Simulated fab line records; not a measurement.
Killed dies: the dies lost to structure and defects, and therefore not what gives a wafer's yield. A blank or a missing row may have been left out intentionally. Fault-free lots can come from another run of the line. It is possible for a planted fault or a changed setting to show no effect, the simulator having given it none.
Matching of chambers + flow n5Finfet + N5_MOL_CONTACT_COAG_CMP_28 on cmp-04 has 4 sister chambers
The step polishes, stops on SiNx, t overpolish 0.85 s, target thk 14.522 nm. 8 wafers are shown with their chamber, then 12 later ones without.

== WAFERS WITH THEIR CHAMBER ==
| wafer  | chamber | motorCurrentA (A) | timeToEndpointS (s) |
|--------|---------|-------------------|---------------------|
| L083.4 | 2       | 11.8              | 8.1                 |
| L083.6 | 2       | 12.2              | 6.9                 |
| L085.2 | 0       | 14.6              | 6.5                 |
| L085.3 | 1       | 13.0              | 8.3                 |
| L085.5 | 1       | 12.8              | 7.4                 |
| L090.1 | 3       | 14.4              | 5.9                 |
| L090.3 | 0       | 14.0              | 11.7                |
| L090.5 | 3       | 13.5              | 5.3                 |

== WAFERS WHOSE CHAMBER IS MISSING ==
| wafer  | motorCurrentA (A) | timeToEndpointS (s) |
|--------|-------------------|---------------------|
| L092.2 | 12.4              | 5.8                 |
| L092.3 | 14.1              | 6.2                 |
| L092.6 | 14.4              | 8.4                 |
| L093.2 | 13.7              | 8.0                 |
| L093.3 | 12.1              | 6.8                 |
| L093.5 | 12.0              | 5.2                 |
| L094.1 | 12.9              | 5.1                 |
| L094.5 | 11.9              | 5.6                 |
| L094.6 | 14.1              | 3.6                 |
| L097.2 | 13.2              | 5.4                 |
| L097.3 | 14.6              | 4.2                 |
| L097.5 | 12.1              | 3.4                 |

== EACH ONE'S CHAMBER ==
| wafer  | from the rows above               | in truth |
|--------|-----------------------------------|----------|
| L092.2 | can't be placed: 2 or 1           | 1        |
| L092.3 | can't be placed: 3 or 0           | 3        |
| L092.6 | can't be placed: 0 or 3           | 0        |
| L093.2 | can't be placed: 3 or 0 or 1      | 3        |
| L093.3 | can't be placed: 2 or 1           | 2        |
| L093.5 | can't be placed: 2 or 1           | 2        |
| L094.1 | can't be placed: 1 or 2 or 3      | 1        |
| L094.5 | can't be placed: 2 or 1           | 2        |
| L094.6 | can't be placed: 3 or 0           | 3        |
| L097.2 | can't be placed: 1 or 3 or 2 or 0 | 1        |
| L097.3 | can't be placed: 3 or 0           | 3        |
| L097.5 | can't be placed: 2 or 1           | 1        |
Placed correctly: 0 of 12. These rows do not allow placing 12 (true chamber among the candidates in 12). Wrongly placed: 0.
How it was worked out, from the rows above alone: a wafer's distance from a chamber is the root of the sum, over the readings, of the square of ((its reading less the chamber's mean) divided by the reading's scatter). The wafer belongs to the nearest chamber; if the next one is less than 2 further off, it can't be placed. For every chamber, the mean is computed from those of its wafers that are shown. The scatter is the square root of a quotient: the sum, over the shown wafers, of each reading's squared deviation from its chamber's mean, divided by wafers minus chambers.
